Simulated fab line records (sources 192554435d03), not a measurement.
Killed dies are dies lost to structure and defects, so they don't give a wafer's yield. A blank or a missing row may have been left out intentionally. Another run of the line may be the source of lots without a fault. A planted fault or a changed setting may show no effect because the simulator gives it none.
fab line records	flow n5-finfet
[record] lots = 9	wafers = 27	last-day = 19
route steps=1938 shown ZERO_LAYER@19 WELL_APT@30 PMOS_HMC_CHANNEL_EPI@67 BEOL_M4@1111 PASSIVATION@1936
lots that met no fault: taken from a fault-free run of the same line
start-h: the number of hours between the record's first day and the start of the first shown wafer of the lot	wait-h: hours elapsed since this lot's preceding step	" same as the row above	L1.1+2: one row covering several wafers at once	- value missing, or start not given	* or withheld: withheld	< > ~ a bound
route shown NAME@n: NAME is a module with steps in the file, n the number in the route of the first one	usual: average and standard deviation across the fault-free wafers	same: alike in all rows	chamber/n: place in a boat	sites: per-site readings	_std_site: the values' standard deviation	_edge_site: the outer-site mean with the inner-site mean subtracted	radius-mm: how far each site lies from the wafer's centre	mask NAME#n: copy n	behind: the tool/chamber that last shaped the wafer	hold: why the lot was held/for how many hours/how that ended	device: which transistor (n, p or np) failed to switch	end of line: the route-end tests of the same wafers	for a step that has no rows: nothing shown but its recipe	killed: dies that structure and defects cost at the first sort, which is not the same as the wafer's yield	map: shows each die of a wafer: x if killed, . if not, _ if none is there
set.NAME: setting as actually run; set.NAME@STEP: the setting as run at that earlier step	model.NAME: the simulator's own value behind a step, which no gauge read
the route's steps for a sample of lots (tables are steps, rows are wafers)
services: the hour from which a tool's chamber was out of use, counted from the record's first day as start-h (under 0 if before that day), plus the number of hours and why
[[steps]]
[step N5_ZERO_LAYER_INSPECT_20]
[recipe] inspect-instrument = darkfield	mode = post-clean
[usual] raw-defect-count = 37/15
lot.wafer	tool	chamber	start-h	wait-h	raw-defect-count
L212.2	defect-inspect-02	-	13.38	0.0	35
L212.5	"	-	"	"	25
L212.6	"	-	"	"	54
L213.2	defect-inspect-01	-	19.30	0.0	23
L213.4	"	-	"	"	36
L213.5	"	-	"	"	58
L216.1	defect-inspect-01	-	37.38	0.0	32
L216.2	"	-	"	"	47
L216.6	"	-	"	"	55
L220.3	defect-inspect-02	-	61.44	0.0	54
L220.5	"	-	"	"	47
L220.6	"	-	"	"	31
L227.1	defect-inspect-02	-	103.43	0.0	26
L227.5	"	-	"	"	52
L227.6	"	-	"	"	35
L228.3	defect-inspect-01	-	109.38	0.0	27
L228.4	"	-	"	"	42
L228.5	"	-	"	"	23
L233.1	defect-inspect-02	-	139.25	0.0	35
L233.4	"	-	"	"	51
L233.5	"	-	"	"	53
L234.2	defect-inspect-01	-	145.26	0.0	22
L234.3	"	-	"	"	42
L234.6	"	-	"	"	13
L235.3	defect-inspect-02	-	151.74	0.0	44
L235.4	"	-	"	"	28
L235.5	"	-	"	"	21
[step N5_WELL_APT_INSPECT_10]
[recipe] mode = adi	inspect-instrument = macro
[usual] raw-defect-count = 1.9/1.3
lot.wafer	tool	chamber	start-h	wait-h	raw-defect-count
L212.2	defect-inspect-01	-	13.86	0.0	1
L212.5	"	-	"	"	1
L212.6	"	-	"	"	5
L213.2	defect-inspect-01	-	19.65	0.0	3
L213.4	"	-	"	"	1
L213.5	"	-	"	"	1
L216.1	defect-inspect-02	-	37.73	0.0	2
L216.2	"	-	"	"	1
L216.6	"	-	"	"	1
L220.3	defect-inspect-02	-	61.92	0.0	2
L220.5	"	-	"	"	1
L220.6	"	-	"	"	3
L227.1	defect-inspect-01	-	103.79	0.0	1
L227.5	"	-	"	"	1
L227.6	"	-	"	"	3
L228.3	defect-inspect-01	-	109.86	0.0	2
L228.4	"	-	"	"	0
L228.5	"	-	"	"	3
L233.1	defect-inspect-01	-	139.73	0.0	1
L233.4	"	-	"	"	1
L233.5	"	-	"	"	1
L234.2	defect-inspect-02	-	145.74	0.0	2
L234.3	"	-	"	"	3
L234.6	"	-	"	"	3
L235.3	defect-inspect-02	-	152.22	0.0	1
L235.4	"	-	"	"	2
L235.5	"	-	"	"	2
[step N5_WELL_APT_DESCUM_30]
[recipe] chemistry = O2	time-s = 7.9	source-power-w = 50	bias-power-w = 20	pressure-mtorr = 20	rf-frequency-hz = 2.712e+07	temp-c = 40	o2-flow-sccm = 225
[usual] drypump-motor-current-A = 5.8/0.43	oes-product-au = 0.76/0.052	rf-fwd-power-W = 49.73/0.14	rf-vpp-V = 243.3/1.5	showerhead-plenum-p-Torr = 2.11/0.089	throttle-valve-pct = 20.48/0.24
lot.wafer	tool	chamber	start-h	wait-h	drypump-motor-current-A	oes-product-au	rf-fwd-power-W	rf-hours-counter-h	rf-vpp-V	showerhead-plenum-p-Torr	throttle-valve-pct
L212.2	rie-diel-05	3	15.24	0.1	6.1	0.78	49.84	113	243.8	2.09	20.37
L212.5	"	0	"	"	5.6	0.72	49.66	-	242.8	2.10	20.83
L212.6	"	1	"	"	6.5	0.70	49.71	-	243.0	1.98	20.46
L213.2	rie-diel-04	0	20.86	0.0	5.6	0.89	49.60	24	241.1	2.05	20.01
L213.4	"	2	"	"	6.1	0.79	49.43	133	242.0	2.01	20.20
L213.5	"	0	"	"	5.6	0.88	49.65	-	241.0	2.05	19.99
L216.1	rie-diel-05	2	39.45	0.0	5.5	0.77	49.46	149	243.7	2.21	20.40
L216.2	"	3	"	"	6.1	0.78	49.63	124	242.8	2.09	20.38
L216.6	"	3	"	"	6.1	0.79	49.88	-	243.5	2.09	20.41
L220.3	rie-diel-05	0	63.20	0.0	5.6	0.72	50.00	169	244.4	2.10	20.85
L220.5	"	0	"	"	5.6	0.72	49.95	-	242.7	2.10	20.84
L220.6	"	3	"	"	6.1	0.78	49.79	-	243.3	2.09	20.38
L227.1	rie-diel-02	0	105.07	0.0	5.8	0.72	49.54	216	240.4	1.99	20.40
L227.5	"	3	"	"	4.9	0.73	49.81	-	242.9	2.06	20.29
L227.6	"	2	"	"	6.4	0.86	49.70	-	243.7	2.24	20.41
L228.3	rie-diel-02	1	111.08	0.0	5.8	0.73	49.76	178	244.1	2.17	20.62
L228.4	"	2	"	"	6.4	0.86	49.63	45	246.2	2.24	20.41
L228.5	"	0	"	"	5.8	0.72	49.94	-	242.0	1.99	20.39
L233.1	rie-diel-04	0	140.89	0.0	5.6	0.82	49.70	70	241.9	2.03	20.07
L233.4	"	3	"	"	5.7	0.71	49.68	198	245.0	2.17	20.78
L233.5	"	2	"	"	6.0	0.75	49.72	-	242.2	1.99	20.27
L234.2	rie-diel-04	2	147.09	0.1	6.1	0.75	49.45	178	239.7	1.99	20.29
L234.3	"	3	"	"	5.8	0.71	49.82	200	243.7	2.17	20.79
L234.6	"	3	"	"	5.7	0.70	49.67	-	243.4	2.17	20.80
L235.3	rie-diel-05	3	153.44	0.0	6.1	0.75	49.68	151	242.7	2.08	20.43
L235.4	"	2	"	"	5.5	0.74	49.65	187	243.8	2.19	20.42
L235.5	"	3	"	"	6.1	0.76	49.72	-	243.9	2.08	20.44
[step N5_WELL_APT_STRIP_33]
[recipe] chemistry = SPM	time-s = 900	temp-c = 130	h2so4-h2o2-vol-ratio = 4	dry = ipa-marangoni
lot.wafer	tool	chamber	start-h	wait-h
L212.2+5+6	wet-bench-06	0,1,7	15.74	0.2
L213.2+4+5	wet-bench-05	6,2,7	21.34	0.1
L216.1+2+6	wet-bench-05	3,2,6	39.94	0.2
L220.3+5+6	wet-bench-06	4,2,6	63.69	0.1
L227.1+5+6	wet-bench-05	2,5,4	105.57	0.2
L228.3+4+5	wet-bench-05	6,0,4	111.58	0.1
L233.1+4+5	wet-bench-02	4,5,2	141.38	0.2
L234.2+3+6	wet-bench-02	0,3,1	147.58	0.1
L235.3+4+5	wet-bench-06	6,0,5	153.94	0.1
[step N5_WELL_APT_INSPECT_38]
[recipe] inspect-instrument = darkfield	mode = post-epi
[usual] raw-defect-count = 14/6.1
lot.wafer	tool	chamber	start-h	wait-h	raw-defect-count
L212.2	defect-inspect-01	-	16.90	0.5	12
L212.5	"	-	"	"	21
L212.6	"	-	"	"	22
L213.2	defect-inspect-02	-	22.88	0.4	43
L213.4	"	-	"	"	13
L213.5	"	-	"	"	9
L216.1	defect-inspect-01	-	41.32	0.5	19
L216.2	"	-	"	"	13
L216.6	"	-	"	"	30
L220.3	defect-inspect-02	-	64.84	0.3	14
L220.5	"	-	"	"	22
L220.6	"	-	"	"	16
L227.1	defect-inspect-02	-	106.92	0.7	767
L227.5	"	-	"	"	809
L227.6	"	-	"	"	809
L228.3	defect-inspect-02	-	112.75	0.4	803
L228.4	"	-	"	"	800
L228.5	"	-	"	"	783
L233.1	defect-inspect-02	-	142.78	0.7	9
L233.4	"	-	"	"	10
L233.5	"	-	"	"	13
L234.2	defect-inspect-01	-	148.76	0.4	11
L234.3	"	-	"	"	19
L234.6	"	-	"	"	28
L235.3	defect-inspect-01	-	155.32	0.4	11
L235.4	"	-	"	"	16
L235.5	"	-	"	"	9
[step N5_PMOS_HMC_CHANNEL_EPI_INSPECT_11]
[recipe] mode = adi	inspect-instrument = macro
[usual] raw-defect-count = 2.0/1.4
lot.wafer	tool	chamber	start-h	wait-h	raw-defect-count
L212.2	defect-inspect-01	-	17.40	0.0	3
L212.5	"	-	"	"	3
L212.6	"	-	"	"	3
L213.2	defect-inspect-02	-	23.38	0.0	1
L213.4	"	-	"	"	2
L213.5	"	-	"	"	0
L216.1	defect-inspect-02	-	41.81	0.0	1
L216.2	"	-	"	"	3
L216.6	"	-	"	"	4
L220.3	defect-inspect-01	-	65.34	0.0	3
L220.5	"	-	"	"	4
L220.6	"	-	"	"	2
L227.1	defect-inspect-01	-	107.41	0.0	>300
L227.5	"	-	"	"	>300
L227.6	"	-	"	"	>300
L228.3	defect-inspect-01	-	113.12	0.0	>300
L228.4	"	-	"	"	>300
L228.5	"	-	"	"	>300
L233.1	defect-inspect-01	-	143.28	0.0	1
L233.4	"	-	"	"	2
L233.5	"	-	"	"	4
L234.2	defect-inspect-01	-	149.26	0.0	1
L234.3	"	-	"	"	3
L234.6	"	-	"	"	2
L235.3	defect-inspect-01	-	155.69	0.0	3
L235.4	"	-	"	"	0
L235.5	"	-	"	"	3
[step N5_BEOL_M4_RC_MEAS_101]
[usual] DIBL_N = 36.6/1.9	DIBL_P = 36.7/2.2	IOFF_N = 0.16/0.035	IOFF_P = 0.22/0.038	ION_N = 672/14	ION_P = 462/8.3	SS_N = 71.6/0.65	SS_P = 73.5/0.72	VT_N = 250/3.5	VT_P = -250/3.1
lot.wafer	tool	chamber	start-h	wait-h	DIBL_N[mV/V]	DIBL_P[mV/V]	IOFF_N[nA/um]	IOFF_P[nA/um]	ION_N[uA/um]	ION_P[uA/um]	SS_N[mV/dec]	SS_P[mV/dec]	VT_N[mV]	VT_P[mV]
L213.2	prober-02	0	202.64	0.2	37.8	36.2	0.15	0.21	666	459	71.6	72.7	250	-249
L213.4	"	0	"	"	42.0	40.1	0.27	0.27	682	458	73.9	74.7	245	-249
L213.5	"	0	"	"	34.8	33.9	0.13	0.18	680	468	71.1	72.6	252	-251
L212.2	prober-01	0	203.17	0.2	39.2	40.5	0.22	0.34	686	483	71.1	74.5	243	-239
L212.5	"	0	"	"	37.5	39.0	0.17	0.29	677	471	71.0	73.9	247	-244
L212.6	"	0	"	"	33.2	32.6	0.10	0.18	646	455	69.9	72.5	255	-252
L216.1	prober-02	0	207.69	0.0	36.5	36.7	0.15	0.19	653	448	71.6	73.3	254	-258
L216.2	"	0	"	"	34.4	34.7	0.12	0.16	667	453	71.0	72.7	254	-257
L216.6	"	0	"	"	33.4	32.6	0.11	0.14	650	442	70.7	71.6	257	-257
L220.3	prober-01	0	238.77	0.3	36.2	36.5	0.14	0.21	674	459	71.4	73.3	256	-252
L220.5	"	0	"	"	36.9	37.1	0.16	0.23	673	467	71.7	74.2	251	-245
L220.6	"	0	"	"	35.3	35.5	0.13	0.20	674	465	71.0	73.5	251	-250
L227.1	prober-01	0	283.47	0.0	36.6	32.5	0.13	0.18	661	455	71.1	73.0	252	-254
L227.5	"	0	"	"	37.8	34.6	0.16	0.22	673	457	71.8	74.1	247	-249
L227.6	"	0	"	"	41.0	37.7	0.23	0.27	677	462	72.7	74.2	244	-249
L228.3	prober-01	0	291.31	0.3	38.8	40.6	0.21	0.29	670	462	72.3	74.8	247	-244
L228.4	"	0	"	"	35.6	36.4	0.15	0.21	656	456	71.5	72.8	253	-249
L228.5	"	0	"	"	38.5	40.4	0.21	0.30	670	467	72.9	74.9	245	-247
L234.2	prober-02	0	319.81	0.2	38.0	37.2	0.19	0.26	699	472	71.8	73.5	249	-244
L234.3	"	0	"	"	39.0	39.1	0.23	0.31	682	467	71.8	74.1	245	-244
L234.6	"	0	"	"	37.8	36.6	0.18	0.25	674	463	72.4	73.6	248	-245
L233.1	prober-02	0	326.31	0.0	38.1	37.1	0.19	0.25	669	458	71.4	73.8	249	-248
L233.4	"	0	"	"	35.2	34.2	0.14	0.19	680	466	71.2	72.6	251	-250
L233.5	"	0	"	"	35.7	34.4	0.14	0.21	678	474	71.6	73.6	249	-248
L235.3	prober-01	0	328.16	0.3	37.0	38.4	0.17	0.22	674	467	71.4	73.3	251	-250
L235.4	"	0	"	"	36.8	38.0	0.17	0.24	676	459	72.2	74.1	248	-248
L235.5	"	0	"	"	38.7	39.6	0.20	0.26	694	470	72.2	73.6	249	-248
[step N5_PASSIVATION_PROBE_49]
[usual] defect-limited-yield = 91.6/1.4	killed_at_M0_to_M3 = 35/10	killed_at_M4_up = 13/4.8	killed-at-contacts = 12/7.2	killed-at-front-end = 36/12	killed-at-other = 4/3.1	killed-dies = 100/17	killed-on-rim = 13/4.2	killed-open = 66/13	killed-short = 32/7.3	sort_bin_4_leakage = 0.00/0.0099	sort_bin_5_function = 5.0/0.94	sort_bin_6_memory = 3.1/0.67	sort_bin_8_speed = 0.01/0.047	sort-n-pass = 1080/17	sort-yield-pct = 91.6/1.4
[same] gross-dies = 1180	killed-at-back-side = 0
lot.wafer	tool	chamber	start-h	wait-h	defect-limited-yield[%]	killed_at_M0_to_M3	killed_at_M4_up	killed-at-contacts	killed-at-front-end	killed-at-other	killed-dies	killed-on-rim	killed-open	killed-short	sort_bin_4_leakage[%]	sort_bin_5_function[%]	sort_bin_6_memory[%]	sort_bin_8_speed[%]	sort-n-pass	sort-yield-pct[%]
L213.2	prober-02	-	311.78	0.1	91.5	43	11	20	24	2	100	12	64	36	0	4.5	3.4	0	1080	91.5
L213.4	prober-02	-	311.88	0.2	90.9	47	14	8	35	3	107	19	69	38	0.08	5.3	3.7	0	1072	90.8
L213.5	prober-02	-	311.93	0.2	89.5	60	16	15	31	2	124	19	69	51	0	6.3	3.7	0	1056	89.5
L212.2	prober-01	-	317.24	0.1	91.8	38	8	12	35	4	97	14	59	38	0	4.1	3.6	0	1083	91.8
L212.5	prober-01	-	317.39	0.2	91.0	41	14	16	35	0	106	16	76	30	0	5.5	3.5	0	1074	91.0
L212.6	prober-01	-	317.44	0.3	93.1	40	3	11	28	0	82	6	51	31	0	4.9	1.7	0.08	1097	93.0
L216.1	prober-02	-	322.84	0.0	91.3	38	6	29	27	3	103	8	63	40	0	4.8	3.6	0	1077	91.3
L216.2	prober-02	-	322.89	0.1	90.0	22	10	37	45	4	118	12	75	43	0	5.9	3.7	0	1062	90.0
L216.6	prober-02	-	323.09	0.3	89.1	26	13	26	61	3	129	17	76	51	0	6.4	4.1	0.08	1051	89.1
L220.3	prober-02	-	371.47	0.1	91.0	27	16	12	50	1	106	9	78	26	0	4.9	3.6	0	1074	91.0
L220.5	prober-02	-	371.57	0.2	89.7	34	20	10	52	6	122	17	88	32	0	5.6	4.4	0	1058	89.7
L220.6	prober-02	-	371.62	0.3	90.9	23	20	6	56	2	107	16	78	28	0	4.2	4.7	0	1073	90.9
L228.3	prober-01	-	412.19	0.1	82.0	18	9	12	170	3	212	11	52	24	0	11.5	3.6	0	968	82.0
L228.4	prober-01	-	412.24	0.2	81.3	28	7	13	170	3	221	6	51	33	0	11.6	4.2	0	959	81.3
L228.5	prober-01	-	412.29	0.2	87.3	35	8	5	102	0	150	23	41	24	0	7.1	3.1	0	1030	87.3
L227.1	prober-02	-	418.14	0.0	88.5	19	16	19	78	4	136	30	62	20	0	6.8	3.4	0.08	1044	88.5
L227.5	prober-02	-	418.34	0.2	79.9	30	8	12	182	5	237	18	58	34	0	12.5	4.4	0	943	79.9
L227.6	prober-02	-	418.39	0.3	84.0	29	15	8	125	12	189	32	72	26	0	9.7	4.2	0	991	84.0
L233.1	prober-02	-	443.70	0.0	91.6	27	12	11	46	3	99	16	66	33	0	5.8	2.5	0	1081	91.6
L233.4	prober-02	-	443.85	0.2	87.4	38	26	17	63	5	149	19	95	54	0	7.2	5.0	0	1031	87.4
L233.5	prober-02	-	443.90	0.2	89.7	46	18	8	46	4	122	18	84	35	0	6.5	3.6	0	1058	89.7
L234.2	prober-01	-	446.20	0.1	90.3	39	10	6	57	2	114	12	72	41	0	5.8	3.5	0	1066	90.3
L234.3	prober-01	-	446.25	0.1	91.8	36	9	3	36	13	97	14	67	30	0	5.3	2.8	0	1083	91.8
L234.6	prober-01	-	446.40	0.3	91.5	30	6	9	49	6	100	13	61	38	0	5.2	3.1	0	1080	91.5
L235.3	prober-02	-	448.85	0.1	92.1	22	17	19	32	3	93	18	62	30	0	4.5	3.1	0	1087	92.1
L235.4	prober-02	-	448.90	0.2	90.5	26	16	18	49	3	112	17	71	41	0	6.0	2.7	0	1068	90.5
L235.5	prober-02	-	448.95	0.2	90.0	50	16	21	23	8	118	18	83	35	0	5.8	3.7	0	1062	90.0
// killed by level:class
L213.2 MOL_CONTACT_COAG:geometric-particle:open=15 BEOL_M0_SAQP:geometric-particle:short=10 BEOL_M0_SAQP:geometric-particle:open=7 BEOL_M1:geometric-particle:open=7 BEOL_M2:geometric-particle:short=6 MOL_CONTACT_COAG:geometric-particle:short=5 BEOL_M3:geometric-particle:open=5 STARTING-WAFER:geometric-particle:open=5
L213.4 BEOL_M0_SAQP:geometric-particle:open=10 BEOL_M0_SAQP:geometric-particle:short=10 BEOL_M1:geometric-particle:open=9 FIN_SAQP:geometric-particle:open=8 MOL_CONTACT_COAG:geometric-particle:open=8 BEOL_M4:geometric-particle:open=7 FIN_SAQP:geometric-particle:short=6 BEOL_M2:geometric-particle:open=6
L213.5 FIN_SAQP:geometric-particle:short=18 BEOL_M2:geometric-particle:open=14 BEOL_M0_SAQP:geometric-particle:short=13 MOL_CONTACT_COAG:geometric-particle:open=13 BEOL_M3:geometric-particle:open=10 BEOL_M0_SAQP:geometric-particle:open=8 BEOL_M2:geometric-particle:short=7 FIN_SAQP:geometric-particle:open=5
L212.2 FIN_SAQP:geometric-particle:short=11 BEOL_M0_SAQP:geometric-particle:open=10 FIN_SAQP:geometric-particle:open=9 MOL_CONTACT_COAG:geometric-particle:open=9 BEOL_M0_SAQP:geometric-particle:short=7 BEOL_M3:geometric-particle:open=7 DUMMY_GATE:geometric-particle:open=4 BEOL_M2:geometric-particle:open=4
L212.5 MOL_CONTACT_COAG:geometric-particle:open=14 FIN_SAQP:geometric-particle:open=13 BEOL_M2:geometric-particle:open=8 BEOL_M1:geometric-particle:open=6 BEOL_M3:geometric-particle:open=6 BEOL_M0_SAQP:geometric-particle:open=6 BEOL_M5:geometric-particle:open=6 STARTING-WAFER:geometric-particle:short=6
L212.6 MOL_CONTACT_COAG:geometric-particle:open=9 BEOL_M0_SAQP:geometric-particle:short=9 BEOL_M0_SAQP:geometric-particle:open=7 STI_FIN_REVEAL:geometric-particle:open=6 GATE_CUT:geometric-particle:open=6 BEOL_M3:geometric-particle:open=6 FIN_SAQP:geometric-particle:short=5 BEOL_M3:geometric-particle:short=5
L216.1 MOL_CONTACT_COAG:geometric-particle:open=23 BEOL_M0_SAQP:geometric-particle:short=13 FIN_SAQP:geometric-particle:short=8 BEOL_M2:geometric-particle:open=8 BEOL_M0_SAQP:geometric-particle:open=7 MOL_CONTACT_COAG:geometric-particle:short=6 FIN_SAQP:geometric-particle:open=5 BEOL_M2:geometric-particle:short=4
L216.2 MOL_CONTACT_COAG:geometric-particle:open=26 MOL_CONTACT_COAG:geometric-particle:short=11 FIN_SAQP:geometric-particle:open=10 FIN_SAQP:geometric-particle:short=10 GATE_CUT:geometric-particle:short=7 BEOL_M4:geometric-particle:open=7 STI_FIN_REVEAL:geometric-particle:open=6 BEOL_M2:geometric-particle:open=6
L216.6 FIN_SAQP:geometric-particle:short=21 MOL_CONTACT_COAG:geometric-particle:open=21 FIN_SAQP:geometric-particle:open=17 GATE_CUT:geometric-particle:short=10 BEOL_M0_SAQP:geometric-particle:open=8 BEOL_M0_SAQP:geometric-particle:short=6 MOL_CONTACT_COAG:geometric-particle:short=5 STI_FIN_REVEAL:geometric-particle:open=4
L220.3 STI_FIN_REVEAL:geometric-particle:open=17 MOL_CONTACT_COAG:geometric-particle:open=10 BEOL_M2:geometric-particle:open=7 BEOL_M4:geometric-particle:open=7 FIN_SAQP:geometric-particle:short=6 FIN_SAQP:geometric-particle:open=6 DUMMY_GATE:geometric-particle:open=4 BEOL_M0:geometric-particle:open=4
L220.5 STI_FIN_REVEAL:geometric-particle:open=13 BEOL_M4:geometric-particle:open=12 DUMMY_GATE:geometric-particle:open=11 MOL_CONTACT_COAG:geometric-particle:open=9 BEOL_M1:geometric-particle:open=9 FIN_SAQP:geometric-particle:short=7 BEOL_M2:geometric-particle:short=6 FIN_SAQP:geometric-particle:open=5
L220.6 STI_FIN_REVEAL:geometric-particle:open=20 BEOL_M4:geometric-particle:open=14 BEOL_M2:geometric-particle:open=8 FIN_SAQP:geometric-particle:short=7 ILD0:geometric-particle:open=5 BEOL_M0_SAQP:geometric-particle:open=5 FIN_SAQP:geometric-particle:open=4 STI_FIN_REVEAL:geometric-particle:short=4
L228.3 WELL_APT:unspecified=136 STI_FIN_REVEAL:geometric-particle:open=11 MOL_CONTACT_COAG:geometric-particle:open=8 BEOL_M0_SAQP:geometric-particle:short=5 BEOL_M3:geometric-particle:open=5 GATE_CUT:geometric-particle:short=4 MOL_CONTACT_COAG:geometric-particle:short=4 BEOL_M0_SAQP:geometric-particle:open=4
L228.4 WELL_APT:unspecified=137 STI_FIN_REVEAL:geometric-particle:open=13 MOL_CONTACT_COAG:geometric-particle:open=10 FIN_SAQP:geometric-particle:short=9 BEOL_M0_SAQP:geometric-particle:short=6 BEOL_M0_SAQP:geometric-particle:open=6 BEOL_M1:geometric-particle:open=5 GATE_CUT:geometric-particle:short=4
L228.5 WELL_APT:unspecified=85 BEOL_M0_SAQP:geometric-particle:open=18 BEOL_M0_SAQP:geometric-particle:short=8 BEOL_M4:geometric-particle:open=5 BEOL_M2:geometric-particle:open=4 FIN_SAQP:geometric-particle:short=3 DUMMY_GATE:geometric-particle:open=3 STARTING-WAFER:geometric-particle:short=3
L227.1 WELL_APT:unspecified=51 MOL_CONTACT_COAG:geometric-particle:open=15 FIN_SAQP:geometric-particle:open=7 BEOL_M3:geometric-particle:open=6 BEOL_M4:geometric-particle:open=6 STI_FIN_REVEAL:geometric-particle:open=5 BEOL_M0_SAQP:geometric-particle:open=5 SPACER0:geometric-particle:open=4
L227.5 WELL_APT:unspecified=142 MOL_CONTACT_COAG:geometric-particle:open=10 DUMMY_GATE:geometric-particle:open=8 BEOL_M2:geometric-particle:open=8 FIN_SAQP:geometric-particle:short=6 BEOL_M3:geometric-particle:open=6 FIN_SAQP:geometric-particle:open=5 GATE_CUT:geometric-particle:short=5
L227.6 WELL_APT:unspecified=90 BEOL_M2:geometric-particle:open=9 STARTING-WAFER:geometric-particle:open=7 MOL_CONTACT_COAG:geometric-particle:open=7 STI_FIN_REVEAL:geometric-particle:open=6 BEOL_M4:geometric-particle:open=6 FIN_SAQP:geometric-particle:open=5 FIN_SAQP:geometric-particle:short=4
L233.1 FIN_SAQP:geometric-particle:short=14 MOL_CONTACT_COAG:geometric-particle:open=11 FIN_SAQP:geometric-particle:open=7 GATE_CUT:geometric-particle:short=7 STI_FIN_REVEAL:geometric-particle:open=6 BEOL_M0_SAQP:geometric-particle:open=6 BEOL_M1:geometric-particle:open=6 BEOL_M2:geometric-particle:open=6
L233.4 BEOL_M4:geometric-particle:open=16 MOL_CONTACT_COAG:geometric-particle:open=13 STI_FIN_REVEAL:geometric-particle:open=12 BEOL_M0_SAQP:geometric-particle:short=11 FIN_SAQP:geometric-particle:short=10 FIN_SAQP:geometric-particle:open=8 BEOL_M2:geometric-particle:open=7 STI_FIN_REVEAL:geometric-particle:short=6
L233.5 BEOL_M1:geometric-particle:open=17 BEOL_M4:geometric-particle:open=9 FIN_SAQP:geometric-particle:short=7 BEOL_M0_SAQP:geometric-particle:open=7 BEOL_M3:geometric-particle:open=7 BEOL_M1:geometric-particle:short=7 FIN_SAQP:geometric-particle:open=5 STI_FIN_REVEAL:geometric-particle:open=5
L234.2 STI_FIN_REVEAL:geometric-particle:open=18 FIN_SAQP:geometric-particle:short=15 BEOL_M2:geometric-particle:open=8 FIN_SAQP:geometric-particle:open=6 BEOL_M1:geometric-particle:open=6 BEOL_M3:geometric-particle:open=6 MOL_CONTACT_COAG:geometric-particle:open=4 BEOL_M0_SAQP:geometric-particle:open=4
L234.3 FIN_SAQP:geometric-particle:open=11 BEOL_M3:geometric-particle:open=10 FIN_SAQP:geometric-particle:short=9 BEOL_M2:geometric-particle:open=9 DUMMY_GATE:geometric-particle:open=5 BEOL_M0_SAQP:geometric-particle:short=5 BEOL_M1:geometric-particle:open=5 PAD_METAL:geometric-particle:open=5
L234.6 BEOL_M1:geometric-particle:open=14 FIN_SAQP:geometric-particle:open=11 STI_FIN_REVEAL:geometric-particle:open=11 FIN_SAQP:geometric-particle:short=10 MOL_CONTACT_COAG:geometric-particle:open=6 GATE_CUT:geometric-particle:short=4 BEOL_M0_SAQP:geometric-particle:short=4 BEOL_M0:geometric-particle:open=4
L235.3 MOL_CONTACT_COAG:geometric-particle:open=13 FIN_SAQP:geometric-particle:open=7 GATE_CUT:geometric-particle:open=6 MOL_CONTACT_COAG:geometric-particle:short=6 BEOL_M2:geometric-particle:open=5 BEOL_M0_SAQP:geometric-particle:short=5 STARTING-WAFER:geometric-particle:open=5 BEOL_M0:geometric-particle:open=4
L235.4 MOL_CONTACT_COAG:geometric-particle:open=15 FIN_SAQP:geometric-particle:short=11 BEOL_M1:geometric-particle:open=9 GATE_CUT:geometric-particle:short=8 BEOL_M4:geometric-particle:open=8 FIN_SAQP:geometric-particle:open=7 GATE_CUT:geometric-particle:open=6 BEOL_M0_SAQP:geometric-particle:short=6
L235.5 MOL_CONTACT_COAG:geometric-particle:open=18 BEOL_M0_SAQP:geometric-particle:short=12 BEOL_M0_SAQP:geometric-particle:open=11 BEOL_M0:geometric-particle:open=10 BEOL_M3:geometric-particle:open=6 FIN_SAQP:geometric-particle:open=5 STI_FIN_REVEAL:geometric-particle:open=5 MIM_TOP:geometric-particle:open=5
[[services]]
tool	chamber	start-h	hours	kind
rie-diel-02	0	-1.93	9.3	repair
rie-diel-05	2	15.87	9.6	repair
rie-diel-02	-	25.16	2.9	repair
rie-diel-02	-	30.50	0.2	repair
rie-diel-02	1	38.04	19.6	repair
rie-diel-05	3	48.03	14.3	repair
wet-bench-05	-	53.18	1.4	repair
rie-diel-02	1	58.16	9.7	repair
rie-diel-05	-	70.86	2.8	pm
rie-diel-05	-	117.75	0.6	repair
rie-diel-05	-	126.84	0.3	repair
wet-bench-06	-	132.10	3.9	repair
rie-diel-04	0	146.11	2.5	repair
[[key]]
[first-sign] step = N5_WELL_APT_INSPECT_38	reading = raw-defect-count	direction = up	sigmas = 99+	usual = 14	struck = 795
[effect] step = N5_PMOS_HMC_CHANNEL_EPI_INSPECT_11	reading = raw-defect-count	direction = up	sigmas = 99+	usual = 2.0	struck = >300
[effect] step = N5_PASSIVATION_PROBE_49	reading = killed-at-front-end	direction = up	sigmas = 8.5	usual = 36	struck = 138
[more-kills-born-at] N5_WELL_APT_STRIP_33@wet-bench-05 = 641
met-at N5_WELL_APT_STRIP_33
struck-lots L227,L228
not-acting-at N5_ZERO_LAYER_INSPECT_20,N5_WELL_APT_INSPECT_10,N5_WELL_APT_DESCUM_30
onset-between 39.94 105.57
[fault] kind = chamber-particle-source	tool = wet-bench-05	chamber = -	onset-h = 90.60	steps = N5_WELL_APT_STRIP_33	rate-per-visit-cm2 = 1.223	end-h = 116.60
